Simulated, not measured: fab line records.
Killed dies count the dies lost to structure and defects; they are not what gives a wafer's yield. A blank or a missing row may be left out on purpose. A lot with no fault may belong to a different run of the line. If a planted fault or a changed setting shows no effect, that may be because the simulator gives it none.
Which tool did it? | flow nand harc | Sampling: 11 lots, 33 wafers, 5 of 1302 route steps

== WHAT EACH GAUGE READ, for each wafer ==
NHARC_END_SORT_01. Usual: killed at array 52, standard deviation 18; killed at other 1.0, standard deviation 1.4; killed at periphery 3.1, standard deviation 2.3; killed dies 56, standard deviation 17; killed open 3.0, standard deviation 1.7; killed short 2.5, standard deviation 1.7.
lot  | measured     | on        | killed at array | killed at other | killed at periphery | killed dies | killed open | killed short | flag
L443 | day 28 11:28 | prober-02 | 70 60 47        | 0 0 0           | 1 2 3               | 71 62 50    | 2 1 1       | 2 3 1        |

== TOOL THAT RAN EACH LOT (tool first, then ch and the chambers of the sampled wafers, then the start) ==
lot  | NHARC_A_CHANNEL_HOLE_D2_ETCH_39               | NHARC_A_CHANNEL_HOLE_D2_ETCH_23  | NHARC_A_CHANNEL_FILL_D2_ALD_03      | NHARC_A_CHANNEL_FILL_D2_STRIP_28
L434 | rie diel-03 ch 0,3, day 13 00:57 or earlier   | har etch-02 ch 0,1, day 13 00:57 | ald sin batch-01 ch 0, day 13 08:38 | rie diel-05 ch 0,2,3, day 14 06:29
L436 | rie diel-03 ch 0,1,3, day 14 02:11 or earlier | har etch-02 ch 0, day 14 02:11   | ald sin batch-01 ch 0, day 14 09:58 | rie diel-08 ch 1,2, day 15 06:59
L438 | rie diel-03 ch 1,3, day 14 20:52 or earlier   | har etch-02 ch 1, day 14 20:52   | ald sin batch-02 ch 0, day 15 05:08 | rie diel-05 ch 0,3, day 16 01:58
L437 | rie diel-04 ch 0,1,3, day 14 21:43 or earlier | har etch-01 ch 0,1, day 14 21:43 | ald sin batch-02 ch 0, day 15 05:08 | rie diel-08 ch 0,1, day 16 01:58
L439 | rie diel-01 ch 0,2, day 15 01:47 or earlier   | har etch-01 ch 0,1, day 15 01:47 | ald sin batch-02 ch 0, day 15 09:40 | rie diel-05 ch 0,1,2, day 16 06:39
L440 | rie diel-01 ch 1,2, day 15 18:01 or earlier   | har etch-02 ch 0,1, day 15 18:01 | ald sin batch-01 ch 0, day 16 01:35 | rie diel-08 ch 0,3, day 16 22:05
L443 | rie diel-03 ch 0,3, day 17 11:47 or earlier   | har etch-01 ch 0,1, day 17 11:47 | ald sin batch-02 ch 0, day 17 19:20 | rie diel-13 ch 0,1, day 18 17:18
L454 | rie diel-01 ch 0,2,3, day 21 12:10 or earlier | har etch-01 ch 0,1, day 21 12:10 | ald sin batch-01 ch 0, day 21 20:22 | rie diel-08 ch 1,2,3, day 22 17:55
L456 | rie diel-04 ch 0,1,3, day 22 01:37 or earlier | har etch-01 ch 0,1, day 22 01:37 | ald sin batch-02 ch 0, day 22 09:23 | rie diel-05 ch 0,1,3, day 23 07:23
L455 | rie diel-01 ch 1,3, day 22 02:31 or earlier   | har etch-02 ch 0,1, day 22 02:31 | ald sin batch-02 ch 0, day 22 09:23 | rie diel-13 ch 0,1,3, day 23 07:25
L457 | rie diel-03 ch 0,1,3, day 23 02:37 or earlier | har etch-01 ch 0,1, day 23 02:37 | ald sin batch-01 ch 0, day 23 10:52 | rie diel-05 ch 1,2,3, day 24 07:53
- NHARC_A_CHANNEL_HOLE_D2_ETCH_39: etches the open film in N2/H2, target depth 260 nm, time 325 s.
- NHARC_A_CHANNEL_HOLE_D2_ETCH_23: etches the open film in C4F8/O2/Ar, time 819 s, target depth 1600 nm.
- NHARC_A_CHANNEL_FILL_D2_ALD_03: deposits SiNx, target thk 6 nm, pulse time 60 s, ald cycles 58.
- NHARC_A_CHANNEL_FILL_D2_STRIP_28: strips in O2, time 20 s.

== AS READ BY THE TOOLS THEMSELVES (means over the sampled wafers that have a number; for cases with no such wafer, the mark the record gives instead) ==
NHARC_A_CHANNEL_HOLE_D2_ETCH_39. Usual: drypump motor current A 5.7 A, standard deviation 0.46; n2 flow sccm 150.0 sccm, standard deviation 0.42; oes product au 0.999 a.u., standard deviation 0.014; rf vpp V 430.6 V, standard deviation 2.7; showerhead plenum p Torr 2.05 Torr, standard deviation 0.093; throttle valve pct 14.170 %, standard deviation 0.0097.
lot  | tool        | drypump motor current A (A) | n2 flow sccm (sccm) | oes product au (a.u.) | rf vpp V (V) | showerhead plenum p Torr (Torr) | throttle valve pct (%) | flag
L434 | rie diel-03 | 6.0                         | 150.2               | 0.988                 | 431.0        | 2.03                            | 14.168                 |
L436 | rie diel-03 | 5.7                         | 150.3               | 0.996                 | 432.1        | 2.09                            | 14.170                 |
L438 | rie diel-03 | 5.4                         | 149.9               | 1.002                 | 432.9        | 2.11                            | 14.165                 |
L437 | rie diel-04 | 5.2                         | 150.0               | 1.002                 | 428.9        | 1.97                            | 14.171                 |
L439 | rie diel-01 | 6.2                         | 150.3               | 0.997                 | 430.1        | 2.02                            | 14.169                 |
L440 | rie diel-01 | 5.8                         | 150.1               | 1.008                 | 433.8        | 2.16                            | 14.175                 |
L443 | rie diel-03 | 6.1                         | 150.2               | 0.991                 | 431.1        | 2.06                            | 14.169                 |
L454 | rie diel-01 | 6.0                         | 150.4               | 1.002                 | 431.4        | 2.04                            | 14.174                 |
L456 | rie diel-04 | 5.2                         | 150.1               | 1.004                 | 428.7        | 1.97                            | 14.165                 |
L455 | rie diel-01 | 5.9                         | 149.9               | 1.016                 | 430.3        | 2.06                            | 14.165                 |
L457 | rie diel-03 | 5.7                         | 150.1               | 1.000                 | 432.1        | 2.09                            | 14.169                 |

NHARC_A_CHANNEL_HOLE_D2_ETCH_23. Usual: drypump motor current A 5.42 A, standard deviation 0.18; o2 flow sccm 35.70 sccm, standard deviation 0.11; showerhead plenum p Torr 3.66 Torr, standard deviation 0.1; throttle valve pct 32.155 %, standard deviation 0.0085.
lot  | tool        | drypump motor current A (A) | o2 flow sccm (sccm) | showerhead plenum p Torr (Torr) | throttle valve pct (%) | flag
L434 | har etch-02 | 5.28                        | 35.82               | 3.63                            | 32.155                 |
L436 | har etch-02 | 5.23                        | 35.74               | 3.56                            | 32.156                 |
L438 | har etch-02 | 5.26                        | 35.59               | 3.72                            | 32.156                 |
L437 | har etch-01 | 5.60                        | 35.84               | 3.66                            | 32.158                 |
L439 | har etch-01 | 5.60                        | 35.60               | 3.66                            | 32.156                 |
L440 | har etch-02 | 5.26                        | 35.72               | 3.61                            | 32.160                 |
L443 | har etch-01 | 5.60                        | 35.64               | 3.64                            | 32.153                 |
L454 | har etch-01 | 5.61                        | 35.60               | 3.61                            | 32.151                 |
L456 | har etch-01 | 5.49                        | 35.63               | 3.58                            | 32.158                 |
L455 | har etch-02 | 5.26                        | 35.68               | 3.74                            | 32.160                 |
L457 | har etch-01 | 5.50                        | 35.77               | 3.57                            | 32.151                 |

NHARC_A_CHANNEL_FILL_D2_ALD_03. Usual: precursor pulse height rel 1.001, standard deviation 0.021; susceptor temp C 630.06 C, standard deviation 0.28.
lot  | tool             | precursor pulse height rel | susceptor temp C (C) | flag
L434 | ald sin batch-01 | 0.998                      | 630.09               |
L436 | ald sin batch-01 | 1.018                      | 630.03               |
L438 | ald sin batch-02 | 1.026                      | 629.74               |
L437 | ald sin batch-02 | 1.016                      | 630.19               |
L439 | ald sin batch-02 | 1.022                      | 630.03               |
L440 | ald sin batch-01 | 0.985                      | 630.35               |
L443 | ald sin batch-02 | 0.997                      | 645.58               | OFF
L454 | ald sin batch-01 | 1.011                      | 630.02               |
L456 | ald sin batch-02 | 0.995                      | 629.97               |
L455 | ald sin batch-02 | 0.988                      | 629.93               |
L457 | ald sin batch-01 | 1.008                      | 630.24               |

NHARC_A_CHANNEL_FILL_D2_STRIP_28. Usual: drypump motor current A 5.7 A, standard deviation 0.33; o2 flow sccm 500.2 sccm, standard deviation 1.5; oes product au 1.006 a.u., standard deviation 0.014; rf vpp V 57.7 V, standard deviation 0.96; showerhead plenum p Torr 3.51 Torr, standard deviation 0.16; throttle valve pct 17.038 %, standard deviation 0.0086.
lot  | tool        | drypump motor current A (A) | o2 flow sccm (sccm) | oes product au (a.u.) | rf vpp V (V) | showerhead plenum p Torr (Torr) | throttle valve pct (%) | flag
L434 | rie diel-05 | 5.9                         | 500.6               | 1.002                 | 58.2         | 3.55                            | 17.036                 |
L436 | rie diel-08 | 5.4                         | 499.6               | 1.001                 | 57.9         | 3.70                            | 17.045                 |
L438 | rie diel-05 | 5.8                         | 499.0               | 1.021                 | 58.2         | 3.51                            | 17.048                 |
L437 | rie diel-08 | 5.7                         | 500.1               | 0.988                 | 58.8         | 3.56                            | 17.035                 |
L439 | rie diel-05 | 5.9                         | 499.8               | 1.012                 | 56.9         | 3.46                            | 17.043                 |
L440 | rie diel-08 | 5.7                         | 499.9               | 1.013                 | 57.5         | 3.47                            | 17.032                 |
L443 | rie diel-13 | 5.4                         | 500.5               | 1.014                 | 57.0         | 3.29                            | 17.039                 |
L454 | rie diel-08 | 5.5                         | 499.4               | 1.002                 | 58.2         | 3.57                            | 17.035                 |
L456 | rie diel-05 | 5.9                         | 500.6               | 1.010                 | 57.7         | 3.55                            | 17.034                 |
L455 | rie diel-13 | 5.6                         | 499.8               | 1.009                 | 56.9         | 3.31                            | 17.032                 |
L457 | rie diel-05 | 6.0                         | 498.6               | 1.005                 | 57.8         | 3.59                            | 17.043                 |

== THE ANSWER, worked out from the rows above alone ==
Rule: take the mean of a lot's wafers that have a number; if it is more than 3 standard deviations from the usual mean, the lot is off. A lot without any number at a reading at which 4 lots or more have one is off too. Any other lot the step has rows for is counted as sound. The gauges are gone through in route order, then the tools' own readings, and for those a lot's mean is taken as printed above. The first step at which some lot is off is used, and at that step the reading that is off furthest; a lot without a number counts as furthest.
Off: L443 (NHARC_A_CHANNEL_FILL_D2_ALD_03, susceptor temp C).
A tool fits if, at that step or a process step before it, it ran every lot that is off, and no sound lot after the first of them. NHARC_A_CHANNEL_HOLE_D2_ETCH_39 gives no start for some lots, so the hours and the order of its lots are those of NHARC_A_CHANNEL_HOLE_D2_ETCH_23. Of those tried, none fits.

== WHAT WAS PUT IN BY THE SIMULATOR ==
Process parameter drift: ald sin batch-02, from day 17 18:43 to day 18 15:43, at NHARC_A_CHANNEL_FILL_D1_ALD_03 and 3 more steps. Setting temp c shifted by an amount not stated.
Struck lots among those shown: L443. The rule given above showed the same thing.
